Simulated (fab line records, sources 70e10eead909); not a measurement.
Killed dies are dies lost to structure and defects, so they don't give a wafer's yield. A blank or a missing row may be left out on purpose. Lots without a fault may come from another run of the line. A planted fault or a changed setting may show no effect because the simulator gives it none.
Chamber matching | flow nand_harc | NHARC_P_BONDPAD_CMP_19 on cmp-03: 4 sister chambers
The step polishes, t overpolish 30 s, cu recess touch 16 s, target thk 160.81 nm. 4 wafers are shown with their chamber, then 9 later ones without.

WAFERS WITH THEIR CHAMBER
wafer  | chamber | motor_current_A (A)
L081.1 | 2       | 12.0
L081.2 | 3       | 11.5
L081.5 | 0       | 11.5
L081.6 | 1       | 11.2

WAFERS WITHOUT THEIR CHAMBER
wafer  | motor_current_A (A)
L080.3 | 12.2
L080.4 | 11.6
L080.5 | 11.5
L084.1 | 11.4
L084.5 | 12.0
L084.6 | 11.3
L091.2 | 10.7
L091.5 | 12.0
L091.6 | 12.2

WHICH CHAMBER EACH WENT THROUGH
wafer  | from the rows above               | in truth
L080.3 | 2                                 | 2
L080.4 | can't be placed: 0 or 3 or 1 or 2 | 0
L080.5 | can't be placed: 0 or 3 or 1      | 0
L084.1 | can't be placed: 0 or 3 or 1      | 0
L084.5 | 2                                 | 2
L084.6 | can't be placed: 1 or 0 or 3      | 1
L091.2 | can't be placed: 1 or 0 or 3      | 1
L091.5 | 2                                 | 2
L091.6 | 2                                 | 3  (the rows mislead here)
Placed correctly: 3 of 9. Can't be placed from these rows: 5 (the true chamber is among the candidates in 5). Placed wrongly: 1.
How it was worked out, from the rows above alone: a wafer's distance from a chamber is the root of the sum, over the readings, of the square of ((its reading less the chamber's mean) divided by the reading's scatter). The wafer belongs to the nearest chamber; if the next one is less than 2 further off, it can't be placed. A chamber's mean is the mean of its shown wafers. The scatter: with one shown wafer a chamber, the root of the mean of the squares of how far each hidden wafer lies from its nearest shown one.
